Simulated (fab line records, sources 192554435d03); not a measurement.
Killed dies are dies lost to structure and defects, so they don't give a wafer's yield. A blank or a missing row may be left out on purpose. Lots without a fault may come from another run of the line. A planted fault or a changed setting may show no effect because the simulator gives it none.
Chamber matching | flow n5_finfet | N5_PASSIVATION_PECVD_00 on pecvd-04: 3 sister chambers
The step deposits SiO2 from SiH4/N2O, target thk 200 nm, time 11.2 s. 3 wafers are shown with their chamber, then 10 later ones without.

WAFERS WITH THEIR CHAMBER
wafer  | chamber | showerhead_plenum_p_Torr (Torr)
L085.3 | 2       | 8.26
L090.3 | 1       | 8.02
L090.5 | 0       | 8.14

WAFERS WITHOUT THEIR CHAMBER
wafer  | showerhead_plenum_p_Torr (Torr)
L090.6 | 8.04
L094.4 | 8.04
L094.5 | 8.24
L094.6 | 8.13
L096.1 | 8.11
L096.2 | 8.26
L096.5 | 8.26
L097.2 | 8.25
L097.3 | 8.26
L097.4 | 8.14

WHICH CHAMBER EACH WENT THROUGH
wafer  | from the rows above | in truth
L090.6 | 1                   | 1
L094.4 | 1                   | 1
L094.5 | 2                   | 2
L094.6 | 0                   | 0
L096.1 | 0                   | 0
L096.2 | 2                   | 2
L096.5 | 2                   | 2
L097.2 | 2                   | 2
L097.3 | 2                   | 2
L097.4 | 0                   | 0
Placed correctly: 10 of 10. Can't be placed from these rows: 0. Placed wrongly: 0.
How it was worked out, from the rows above alone: a wafer's distance from a chamber is the root of the sum, over the readings, of the square of ((its reading less the chamber's mean) divided by the reading's scatter). The wafer belongs to the nearest chamber; if the next one is less than 2 further off, it can't be placed. A chamber's mean is the mean of its shown wafers. The scatter: with one shown wafer a chamber, the root of the mean of the squares of how far each hidden wafer lies from its nearest shown one.
